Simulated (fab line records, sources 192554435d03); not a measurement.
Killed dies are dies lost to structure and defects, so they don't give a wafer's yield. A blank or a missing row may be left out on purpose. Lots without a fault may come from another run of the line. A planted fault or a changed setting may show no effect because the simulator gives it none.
fab line records | flow n5_finfet
record lots=6 wafers=18 last_day=16
route steps=1938 shown HKMG_FIN@444 BEOL_M4@1111
lots that met no fault: from a run of the same line without faults
start_h: hours from the record's first day to the start of the lot's first wafer shown | wait_h: hours since the lot's step before | " the same as in the row above | L1.1+2: a row that stands for several wafers | - no value, or no start given | * or withheld: withheld | < > ~ a bound
route shown NAME@n: a module of which the file shows steps, and the number in the route of the first | usual: mean/standard deviation of fault-free wafers | same: alike in all rows | chamber/n: place in a boat | sites: the reading at each site | _std_site: their standard deviation | _edge_site: outer sites' mean less inner sites' | radius_mm: how far each site lies from the wafer's centre | mask NAME#n: copy n | behind: the tool/chamber that last shaped the wafer | hold: why the lot was held/for how many hours/how that ended | device: the transistor (n, p or np) that didn't switch | end of line: the same wafers' tests at the end of the route | a step without rows: its recipe alone | killed: dies lost to structure and defects at the first sort, not the wafer's yield | map: a wafer's dies, x killed, . not, _ none there
set.NAME: the setting as run; set.NAME@STEP: as run at that earlier step | model.NAME: the simulator's own value behind a step, which no gauge read
lots at some steps of the route; a table a step, a row a wafer
services: from which hour (start_h, from the record's first day; less than 0 if before it) a tool's chamber was out of use, for how many hours, and why
## steps
# step N5_HKMG_FIN_ETCH_86
# recipe chemistry=N2/H2 target=SOC target_depth_a=3932 stop_on=TiN ion_energy_ev=100 bias_w=61 pressure_mtorr=30 source_w=850 n2_flow_sccm=200 h2_flow_sccm=200
# usual drypump_motor_current_A=5.4/0.51 oes_product_au=0.78/0.11 rf_vpp_V=240.8/1.2 showerhead_plenum_p_Torr=2.54/0.073 throttle_valve_pct=17.88/0.22
# columns lot.wafer tool chamber start_h wait_h drypump_motor_current_A oes_product_au rf_hours_counter_h rf_vpp_V showerhead_plenum_p_Torr throttle_valve_pct
L306.2 rie_diel-05 0 119.69 - 5.9 0.90 23 239.7 2.47 17.60
L306.3 " 2 " " 4.9 0.75 142 238.8 2.42 17.86
L306.6 " 1 " " 5.1 0.90 - 242.0 2.60 17.57
L308.2 rie_diel-05 0 137.21 - 6.0 0.88 30 240.5 2.47 17.64
L308.5 " 2 " " 4.8 0.74 - 239.9 2.42 17.86
L308.6 " 3 " " 6.1 0.72 - 239.8 2.54 18.12
L310.1 rie_diel-06 1 147.31 - 5.9 0.68 218 240.7 2.48 17.99
L310.4 " 3 " " 4.8 0.70 195 241.1 2.63 17.99
L310.5 " 0 " " 5.2 0.91 - 241.3 2.61 17.58
L316.1 rie_diel-05 3 180.52 - 6.1 0.71 199 240.7 2.53 18.13
L316.3 " 2 " " 4.9 0.72 168 237.6 2.41 17.89
L316.4 " 1 " " 5.1 0.85 35 242.9 2.59 17.62
L319.4 rie_diel-06 0 196.49 - 5.3 0.87 43 240.0 2.60 17.63
L319.5 " 3 " " 4.8 0.68 - 242.8 2.62 18.04
L319.6 " 0 " " 5.3 0.88 - 240.8 2.60 17.61
L320.1 rie_diel-05 0 204.61 - 5.9 0.85 52 238.3 2.46 17.66
L320.3 " 1 " " 5.1 0.84 42 241.8 2.58 17.63
L320.6 " 0 " " 5.9 0.85 - 239.3 2.46 17.65
# step N5_HKMG_FIN_STRIP_89
# recipe chemistry=N2/H2 material=SOC time_s=20 power_w=500 temp_c=40 pressure_mtorr=50 rf_frequency_hz=6e+07 bias_power_w=8 h2_frac=0.5 n2_flow_sccm=300 h2_flow_sccm=300
# usual drypump_motor_current_A=5.4/0.51 oes_product_au=0.79/0.11 rf_vpp_V=54.2/0.87 showerhead_plenum_p_Torr=3.36/0.093 throttle_valve_pct=19.1/0.37
# same time_s=20
# columns lot.wafer tool chamber start_h wait_h drypump_motor_current_A oes_product_au rf_hours_counter_h rf_vpp_V showerhead_plenum_p_Torr throttle_valve_pct
L306.2 rie_diel-05 0 119.75 0.0 5.9 0.92 23 53.9 3.27 18.5
L306.3 " 2 " " 4.8 0.77 143 55.2 3.21 19.3
L306.6 " 1 " " 5.1 0.89 - 54.4 3.43 18.8
L308.2 rie_diel-05 0 137.27 0.0 5.9 0.90 30 54.4 3.26 18.5
L308.5 " 2 " " 4.9 0.77 - 54.3 3.20 19.3
L308.6 " 3 " " 6.1 0.70 - 56.3 3.35 19.5
L310.1 rie_diel-06 1 147.37 0.0 5.9 0.66 218 53.7 3.28 19.0
L310.4 " 3 " " 4.9 0.70 195 54.7 3.47 18.9
L310.5 " 0 " " 5.3 0.93 - 54.7 3.44 19.0
L316.1 rie_diel-05 3 180.58 0.0 6.1 0.69 199 53.9 3.34 19.5
L316.3 " 2 " " 4.8 0.74 168 53.4 3.19 19.3
L316.4 " 1 " " 5.1 0.83 35 54.3 3.41 18.8
L319.4 rie_diel-06 0 196.55 0.0 5.3 0.89 43 54.2 3.43 19.1
L319.5 " 3 " " 4.8 0.68 - 53.9 3.46 19.0
L319.6 " 0 " " 5.2 0.90 - 52.5 3.43 19.1
L320.1 rie_diel-05 0 204.67 0.0 5.9 0.87 52 53.3 3.25 18.5
L320.3 " 1 " " 5.1 0.83 42 54.6 3.41 18.8
L320.6 " 0 " " 5.9 0.86 - 54.2 3.25 18.5
# step N5_HKMG_FIN_WET_ETCH_87
# recipe chemistry=SC1 target=TiN mix=1:2:40 temp_c=50 time_s=154.2 target_depth_nm=4.7 dry=ipa_marangoni rinse_time_s=30 rinse_temp_c=23
# step N5_HKMG_FIN_STRIP_88
# recipe chemistry=N2/H2 power_w=2500 temp_c=300 h2_frac=0.65 time_s=360 pressure_mtorr=withheld n2_flow_sccm=1750 h2_flow_sccm=3250
# usual drypump_motor_current_A=5.5/0.45 heater_power_w=473/33
# same time_s=360
# columns lot.wafer tool chamber start_h wait_h drypump_motor_current_A heater_power_w rf_hours_counter_h
L306.2 plasma_asher-02 1 119.94 0.0 5.5 498 98
L306.3 " 1 " " 5.5 489 -
L306.6 " 0 " " 4.8 468 -
L308.2 plasma_asher-01 1 137.46 0.0 5.7 526 45
L308.5 " 0 " " 6.1 424 -
L308.6 " 1 " " 5.7 521 -
L310.1 plasma_asher-02 0 147.56 0.0 4.9 455 104
L310.4 " 1 " " 5.4 490 -
L310.5 " 1 " " 5.5 485 -
L316.1 plasma_asher-01 1 180.83 0.0 5.6 508 54
L316.3 " 1 " " 5.7 521 -
L316.4 " 0 " " 6.1 419 -
L319.4 plasma_asher-02 0 196.86 0.1 4.8 466 -
L319.5 " 1 " " 5.5 482 -
L319.6 " 0 " " 4.8 466 -
L320.1 plasma_asher-01 1 204.86 0.0 5.6 514 59
L320.3 " 1 " " 5.6 535 -
L320.6 " 1 " " 5.6 526 -
# step N5_HKMG_FIN_NWFM_ALD_20
# recipe material=TiAlC target_thk_a=20 temp_c=300 ald_precursor_family=TiCl4 ald_co_reactant=TEA pulse_time_s=3 purge_time_s=2 co_reactant_purge_time_s=2 co_reactant_pulse_time_s=10 ald_cycles=7 pressure_torr=3
# step N5_HKMG_FIN_ALD_71
# recipe material=TiN target_thk_a=10 temp_c=400 ald_precursor_family=TiCl4 ald_co_reactant=NH3 pulse_time_s=1 purge_time_s=3 co_reactant_purge_time_s=2 co_reactant_pulse_time_s=2 ald_cycles=47 pressure_torr=3
# usual heater_power_outer_w=547/73 heater_power_w=904/100 precursor_pulse_height_rel=1.002/0.02 susceptor_temp_C=399.99/0.23
# columns lot.wafer tool chamber start_h wait_h heater_power_outer_w heater_power_w precursor_pulse_height_rel susceptor_temp_C
L306.2 ald_metal-01 2 120.42 0.0 624 993 0.994 400.11
L306.3 " 3 " " 614 904 1.027 400.02
L306.6 " 1 " " 486 805 1.019 399.81
L308.2 ald_metal-04 2 137.94 0.0 484 806 1.018 400.33
L308.5 " 0 " " 610 943 1.011 399.65
L308.6 " 3 " " 554 989 0.979 399.74
L310.1 ald_metal-02 3 148.04 0.0 500 862 0.989 400.05
L310.4 " 2 " " 529 908 1.000 400.37
L310.5 " 0 " " 589 1000 0.972 399.92
L316.1 ald_metal-04 3 181.43 0.0 541 981 1.009 399.84
L316.3 " 0 " " 603 929 1.036 399.77
L316.4 " 2 " " 482 820 1.008 400.03
L319.4 ald_metal-01 1 197.22 0.0 496 814 0.973 400.01
L319.5 " 2 " " 631 1000 0.975 400.11
L319.6 " 3 " " 634 922 1.018 400.26
L320.1 ald_metal-01 3 205.35 0.0 629 925 1.013 399.66
L320.3 " 0 " " 678 1087 1.001 399.61
L320.6 " 1 " " 506 819 0.973 399.79
# step N5_HKMG_FIN_COAT_66
# recipe resist=SOC temp_c=250 time_s=60 spin_rpm=1500 resist_thk_nm=300
# step N5_HKMG_FIN_ETCH_67
# recipe chemistry=N2/H2 target=SOC target_depth_a=3889 stop_on=TiN ion_energy_ev=100 bias_w=61 pressure_mtorr=30 source_w=850 n2_flow_sccm=200 h2_flow_sccm=200
# step N5_HKMG_FIN_STRIP_90
# recipe chemistry=N2/H2 material=SOC time_s=20 power_w=500 temp_c=40 pressure_mtorr=50 rf_frequency_hz=6e+07 bias_power_w=8 h2_frac=0.5 n2_flow_sccm=300 h2_flow_sccm=300
# step N5_HKMG_FIN_WET_ETCH_73
# recipe chemistry=SC1 mix=1:2:40 temp_c=50 time_s=42.3 target_depth_nm=1.3 dry=ipa_marangoni rinse_time_s=30 rinse_temp_c=23
# step N5_HKMG_FIN_ETCHBACK_68
# recipe chemistry=Cl2/Ar stop_on=HfO2 target_depth_a=5 pressure_mtorr=10 icp_w=600 bias_w=60 Cl2_flow_sccm=40 Ar_flow_sccm=60
# usual drypump_motor_current_A=5.78/0.29 he_backside_leak_sccm=3.4/0.37 oes_product_au=0.80/0.062 throttle_valve_pct=20.9/0.37
# columns lot.wafer tool chamber start_h wait_h drypump_motor_current_A he_backside_leak_sccm oes_product_au rf_hours_counter_h throttle_valve_pct
L306.2 rie_metal-03 0 121.06 0.0 5.76 3.4 0.77 51 20.8
L306.3 " 0 " " 5.79 3.5 0.77 - 20.8
L306.6 " 1 " " 5.83 3.4 0.81 - 21.0
L308.2 rie_metal-02 1 138.50 0.0 5.86 3.2 0.82 25 21.5
L308.5 " 0 " " 6.02 3.1 0.92 - 20.5
L308.6 " 1 " " 5.86 3.3 0.81 - 21.4
L310.1 rie_metal-01 1 148.86 0.0 5.24 3.5 0.73 54 20.9
L310.4 " 1 " " 5.20 3.4 0.73 - 20.9
L310.5 " 0 " " 5.95 3.6 0.78 - 20.5
L316.1 rie_metal-02 1 182.06 0.0 5.92 6.0 0.79 31 21.5
L316.3 " 0 " " 5.98 3.2 0.71 - 20.7
L316.4 " 1 " " 5.89 3.2 0.79 - 21.5
L319.4 rie_metal-02 1 197.82 0.1 5.89 3.3 0.79 - 21.5
L319.5 " 1 " " 5.87 3.2 0.74 - 21.5
L319.6 " 0 " " 6.06 3.4 0.88 - 20.5
L320.1 rie_metal-01 0 205.90 0.0 5.97 3.4 0.76 39 20.5
L320.3 " 0 " " 5.99 3.5 0.76 - 20.5
L320.6 " 0 " " 5.99 3.4 0.76 - 20.5
# step N5_HKMG_FIN_STRIP_69
# recipe chemistry=N2/H2 power_w=2500 temp_c=300 h2_frac=0.65 time_s=360 pressure_mtorr=withheld n2_flow_sccm=1750 h2_flow_sccm=3250
# step N5_HKMG_FIN_ALD_21
# recipe material=TiN target_thk_a=15 temp_c=400 ald_precursor_family=TiCl4 ald_co_reactant=NH3 pulse_time_s=1 purge_time_s=3 co_reactant_purge_time_s=2 co_reactant_pulse_time_s=2 ald_cycles=68 pressure_torr=3
# usual heater_power_outer_w=542/67 heater_power_w=902/100 precursor_pulse_height_rel=0.999/0.019 susceptor_temp_C=400.01/0.24
# columns lot.wafer tool chamber start_h wait_h heater_power_outer_w heater_power_w precursor_pulse_height_rel susceptor_temp_C
L306.2 ald_metal-04 2 121.60 0.3 495 793 0.976 399.75
L306.3 " 3 " " 538 970 0.991 400.22
L306.6 " 0 " " 605 966 0.968 399.71
L308.2 ald_metal-02 0 139.02 0.3 600 1024 0.995 399.86
L308.5 " 1 " " 452 689 0.984 400.17
L308.6 " 0 " " 573 1000 0.991 399.93
L310.1 ald_metal-02 3 149.38 0.3 425 767 1.026 381.62
L310.4 " 0 " " 511 893 0.990 381.37
L310.5 " 3 " " 426 754 0.988 381.60
L316.1 ald_metal-02 2 182.58 0.3 446 802 0.988 381.25
L316.3 " 1 " " 378 621 1.017 381.80
L316.4 " 0 " " 513 891 0.984 381.18
L319.4 ald_metal-04 2 198.30 0.1 484 826 0.980 399.64
L319.5 " 3 " " 551 992 0.989 400.33
L319.6 " 0 " " 597 986 1.039 400.23
L320.1 ald_metal-01 3 206.43 0.3 602 936 1.006 399.92
L320.3 " 1 " " 497 797 0.984 400.18
L320.6 " 1 " " 503 822 0.990 400.17
# step N5_HKMG_FIN_ALD_72
# recipe material=W target_thk_a=20 temp_c=300 pressure_torr=7.5 ald_precursor_family=WF6 ald_co_reactant=B2H6 pulse_time_s=1 purge_time_s=2 co_reactant_purge_time_s=2 co_reactant_pulse_time_s=3 ald_cycles=7
# step N5_BEOL_M4_RC_MEAS_101
# usual DIBL_N=36.9/2.1 DIBL_P=37.1/2.5 IOFF_N=0.17/0.039 IOFF_P=0.23/0.043 ION_N=673/15 ION_P=462/9.1 SS_N=71.8/0.69 SS_P=73.6/0.74 VT_N=250/3.6 VT_P=-249.7/2.9
# columns lot.wafer tool chamber start_h wait_h DIBL_N[mV/V] DIBL_P[mV/V] IOFF_N[nA/um] IOFF_P[nA/um] ION_N[uA/um] ION_P[uA/um] SS_N[mV/dec] SS_P[mV/dec] VT_N[mV] VT_P[mV]
L306.2 prober-02 0 205.53 0.2 39.2 38.0 0.18 0.25 682 468 72.1 74.3 248 -247.4
L306.3 " 0 " " 39.5 38.7 0.19 0.27 658 455 72.3 73.8 249 -248.0
L306.6 " 0 " " 38.4 36.9 0.16 0.23 674 465 71.6 73.3 249 -250.0
L308.2 prober-01 0 224.87 0.2 36.7 35.3 0.14 0.21 675 467 71.2 73.8 256 -251.4
L308.5 " 0 " " 39.5 38.2 0.20 0.27 696 471 72.6 74.0 248 -247.0
L308.6 " 0 " " 38.9 37.7 0.18 0.25 657 451 72.2 74.4 250 -247.9
L310.1 prober-01 0 241.76 0.0 37.3 37.2 0.17 0.24 664 458 72.1 73.9 249 -249.1
L310.4 " 0 " " 36.7 35.8 0.16 0.23 668 461 71.4 73.7 253 -248.0
L310.5 " 0 " " 34.3 33.6 0.13 0.18 650 452 71.6 73.0 256 -253.1
L316.1 prober-01 0 267.24 0.0 38.3 39.8 0.20 0.27 673 466 71.8 73.5 248 -246.5
L316.3 " 0 " " 33.0 33.7 0.12 0.17 668 461 70.6 72.0 254 -255.0
L316.4 " 0 " " 34.1 33.8 0.13 0.17 647 449 70.8 72.3 252 -254.0
L319.4 prober-02 0 284.32 0.5 34.1 34.3 0.13 0.19 661 460 71.3 72.4 254 -252.5
L319.5 " 0 " " 36.7 37.7 0.18 0.23 694 476 71.5 73.7 246 -250.5
L319.6 " 0 " " 35.0 35.4 0.15 0.20 682 471 70.8 74.0 251 -250.0
L320.1 prober-01 0 299.41 0.0 34.9 35.0 0.15 0.21 673 461 71.7 73.4 250 -247.6
L320.3 " 0 " " 37.7 37.8 0.22 0.28 680 468 72.5 74.2 245 -246.1
L320.6 " 0 " " 35.2 35.1 0.17 0.23 676 471 71.3 73.2 247 -246.1
## services
# columns tool chamber start_h hours kind
rie_diel-06 0 100.78 9.1 repair
ald_metal-02 - 113.07 0.6 repair
rie_diel-06 - 119.48 4.4 repair
rie_diel-06 0 124.63 1.7 repair
rie_metal-03 0 130.79 8.0 repair
ald_metal-02 - 134.71 0.4 repair
rie_metal-03 - 160.87 28.1 pm
rie_diel-06 2 168.19 - clean
rie_diel-06 2 168.19 - consumable_replace:focus_ring
rie_diel-06 2 168.19 20.0 scheduled_down
rie_diel-06 2 168.19 20.0 vent_cycle
## key
first_sign step=N5_HKMG_FIN_ALD_21 reading=susceptor_temp_C direction=down sigmas=77 usual=* struck=*
effect none on later readings
met_at N5_HKMG_FIN_ALD_21
struck_wafers L310.1,L310.4,L310.5,L316.1,L316.3,L316.4
onset_between 139.02 149.38
fault kind=process_parameter_drift tool=ald_metal-02 chamber=- onset_h=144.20 steps=N5_HKMG_FIN_ALD_21 channel=temp_c offset=* shape=step end_h=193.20 acts_in=* stated=*
